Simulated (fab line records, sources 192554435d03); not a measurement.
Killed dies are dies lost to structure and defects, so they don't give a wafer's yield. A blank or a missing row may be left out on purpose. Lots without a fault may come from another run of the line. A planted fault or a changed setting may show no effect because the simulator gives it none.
Chamber matching | flow n5_finfet | N5_BEOL_M1_DESCUM_16 on rie_diel-03: 4 sister chambers
The step chemistry O2, time 7 s. 14 wafers are shown with their chamber, then 7 later ones without.

WAFERS WITH THEIR CHAMBER
wafer  | chamber | showerhead_plenum_p_Torr (Torr) | drypump_motor_current_A (A) | throttle_valve_pct (%)
L077.3 | 0       | 2.09                            | 5.4                         | 20.53
L077.5 | 1       | 2.00                            | 6.0                         | 20.41
L077.6 | 0       | 2.09                            | 5.4                         | 20.51
L082.1 | 0       | 2.09                            | 5.4                         | 20.56
L082.3 | 2       | 2.12                            | 6.2                         | 20.15
L082.5 | 3       | 2.23                            | 6.1                         | 20.46
L083.2 | 3       | 2.23                            | 6.1                         | 20.46
L083.5 | 0       | 2.09                            | 5.4                         | 20.55
L083.6 | 3       | 2.23                            | 6.1                         | 20.47
L087.1 | 0       | 2.09                            | 5.4                         | 20.56
L087.4 | 1       | 1.99                            | 5.9                         | 20.46
L087.5 | 3       | 2.23                            | 6.1                         | 20.47
L090.1 | 3       | 2.22                            | 6.1                         | 20.48
L090.2 | 0       | 2.08                            | 5.4                         | 20.56

SIGNATURES (means of the wafers above)
reading                  | chamber 0 | chamber 1 | chamber 2 | chamber 3 | scatter within a chamber
showerhead_plenum_p_Torr | 2.0883    | 1.9950    | 2.1200    | 2.2280    | 0.00462
drypump_motor_current_A  | 5.400     | 5.950     | 6.200     | 6.100     | 0.0224
throttle_valve_pct       | 20.5450   | 20.4350   | 20.1500   | 20.4680   | 0.0192
Rule: a wafer's distance from a chamber is the root of the sum, over the readings, of the square of ((its reading less the chamber's mean) divided by the reading's scatter). The wafer belongs to the nearest chamber; if the next one is less than 2 further off, it can't be placed. The scatter: the root of (the sum of the squares of (reading less its chamber's mean) over the shown wafers, divided by (wafers less chambers)).

WAFERS WITHOUT THEIR CHAMBER
wafer  | showerhead_plenum_p_Torr (Torr) | drypump_motor_current_A (A) | throttle_valve_pct (%)
L090.3 | 2.11                            | 6.2                         | 20.19
L091.3 | 2.11                            | 6.2                         | 20.19
L091.4 | 2.08                            | 5.4                         | 20.57
L091.6 | 1.99                            | 6.0                         | 20.45
L094.1 | 2.22                            | 6.1                         | 20.49
L094.2 | 1.99                            | 6.0                         | 20.47
L094.3 | 2.08                            | 5.4                         | 20.55

WHICH CHAMBER EACH WENT THROUGH
wafer  | from the rows above | in truth
L090.3 | 2                   | 2
L091.3 | 2                   | 2
L091.4 | 0                   | 0
L091.6 | 1                   | 1
L094.1 | 3                   | 3
L094.2 | 1                   | 1
L094.3 | 0                   | 0
Placed correctly: 7 of 7. Can't be placed from these rows: 0. Placed wrongly: 0.
